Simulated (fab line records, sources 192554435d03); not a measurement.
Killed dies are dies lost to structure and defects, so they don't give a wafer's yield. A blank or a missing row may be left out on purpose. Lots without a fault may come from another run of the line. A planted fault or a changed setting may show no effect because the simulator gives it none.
Chamber matching | flow n5_finfet | N5_GATE_CUT_CMP_02 on cmp-01: 4 sister chambers
The step polishes, stops on SiO2, t overpolish 12.7 s, target thk 0 nm. 8 wafers are shown with their chamber, then 10 later ones without.

WAFERS WITH THEIR CHAMBER
wafer  | chamber | motor_current_A (A) | time_to_endpoint_s (s)
L081.3 | 1       | 7.5                 | 22.8
L081.5 | 1       | 7.5                 | 21.3
L082.1 | 3       | 10.5                | 26.2
L083.1 | 0       | 8.0                 | 30.5
L083.3 | 2       | 9.7                 | 24.8
L083.4 | 3       | 10.2                | 28.8
L089.2 | 0       | 7.8                 | 24.5
L089.4 | 2       | 9.2                 | 22.9

WAFERS WITHOUT THEIR CHAMBER
wafer  | motor_current_A (A) | time_to_endpoint_s (s)
L089.5 | 10.9                | 26.7
L090.1 | 9.9                 | 22.5
L090.2 | 7.2                 | 26.0
L090.3 | 9.9                 | 27.6
L091.1 | 9.6                 | 24.2
L091.5 | 9.4                 | 25.3
L091.6 | 7.4                 | 26.6
L093.2 | 7.3                 | 26.3
L093.4 | 8.4                 | 29.2
L093.6 | 7.6                 | 25.1

WHICH CHAMBER EACH WENT THROUGH
wafer  | from the rows above     | in truth
L089.5 | 3                       | 3
L090.1 | can't be placed: 2 or 3 | 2
L090.2 | can't be placed: 1 or 0 | 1
L090.3 | can't be placed: 3 or 2 | 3
L091.1 | 2                       | 2
L091.5 | 2                       | 2
L091.6 | can't be placed: 1 or 0 | 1
L093.2 | can't be placed: 1 or 0 | 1
L093.4 | 0                       | 0
L093.6 | can't be placed: 1 or 0 | 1
Placed correctly: 4 of 10. Can't be placed from these rows: 6 (the true chamber is among the candidates in 6). Placed wrongly: 0.
How it was worked out, from the rows above alone: a wafer's distance from a chamber is the root of the sum, over the readings, of the square of ((its reading less the chamber's mean) divided by the reading's scatter). The wafer belongs to the nearest chamber; if the next one is less than 2 further off, it can't be placed. A chamber's mean is the mean of its shown wafers. The scatter: the root of (the sum of the squares of (reading less its chamber's mean) over the shown wafers, divided by (wafers less chambers)).
